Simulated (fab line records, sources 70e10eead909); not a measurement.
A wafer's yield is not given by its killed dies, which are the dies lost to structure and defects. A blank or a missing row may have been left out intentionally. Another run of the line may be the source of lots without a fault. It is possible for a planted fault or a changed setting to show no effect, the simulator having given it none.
Problem report, 8D (eight disciplines) form, completed by code    flow nand harc    the parts of the form that need people (team, actions taken, sign-off) are left out

== 1. THE ISSUE ==
overlay x nm at NHARC_A_CONTACT_OVL_MEAS_43 reads a mean of 20.8 nm on 6 wafers of 2 lots; wafers without a fault read -0.1 nm with a standard deviation of 0.67. That is +31 standard deviations from the usual mean.
Earliest sighting: wafer L696.4 on overlay-01 at day 26 05:43. Wafers with a number at this step in the record: 36, from 12 lots. By rule, "out" or "out of limits" means more than 4 standard deviations away from the usual mean. All remaining wafers that have a number are taken as sound.

== 2. WHAT IT IS, WHAT IT ISN'T ==
question                     is                      is not
which readings at this step  overlay x nm            overlay y nm
which lots                   L696, L699              L686, L687, L688, L689, L691, L700, L703, L704, L705, L708
which wafers of those lots   all that have a number  -
read on which gauges         overlay-01              overlay-02
when                         from day 26 05:43       up to then (15 sound wafers); but 15 sound wafers of L700, L703, L704, L705, L708 came after

== 3. SUSPECTS, AND WHAT RULES EACH OUT ==
Counting: any tool at a process step up to the reading is kept as a suspect provided that every lot that is out went through it and no sound lot did after the first of them.
- the gauge at NHARC_A_CONTACT_OVL_MEAS_43: kept. All the wafers that are out were read on overlay-01, and no step on other tools shows them out.
- arfi scanner-03 at NHARC_A_CONTACT_EXPOSE_39 (exposes mask A CC 3): kept. It ran every lot that is out, first L696 (day 26 05:30), and no sound lot after that; its last sound lot up to then is L689 (day 23 01:36).
Left after counting: arfi scanner-03 at NHARC_A_CONTACT_EXPOSE_39, overlay-01 at NHARC_A_CONTACT_OVL_MEAS_43.

== 4. THE CAUSE (what the simulator had put in) ==
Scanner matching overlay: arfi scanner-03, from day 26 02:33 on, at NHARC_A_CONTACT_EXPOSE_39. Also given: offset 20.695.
Of the 2 suspects that counting leaves, this tool is one.

== 5. SEQUENCE OF EFFECTS, ordered by route ==
One row per reading whose mean, taken over the struck wafers that have a number, lies over 3 standard deviations from the usual. Readings are gone through only where the record gives a usual standard deviation; hours: the median, over the lots, of the time from a lot's start at the first step in this table giving one to that lot's start at this step; sigmas: the change measured in usual standard deviations.
hours  step                         reading       usual    on struck wafers  change  sigmas
0      NHARC_A_CONTACT_OVL_MEAS_43  overlay x nm  -0.1 nm  20.8              +20.9   +31
Later steps that measure or inspect, where all struck wafers having a row at the step show a number for every such reading and not one has moved that far: NHARC_A_CONTACT_INSPECT_44, NHARC_END_SORT_01.

== 6. WHAT WOULD HAVE CAUGHT IT SOONER ==
3 hours passed between the start of the fault at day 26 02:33 and the first reading out of limits at a measuring or inspecting step in this record, taken at day 26 05:43.
No tool reading at NHARC_A_CONTACT_EXPOSE_39 that has a usual standard deviation in the record was out on any struck wafer, so an alarm limit of 4 standard deviations on those readings would not have fired.
Among the 2 lots that are out, L699 began NHARC_A_CONTACT_EXPOSE_39 on arfi scanner-03 after day 26 05:43. Had the tool been put on hold then, it would have been spared.
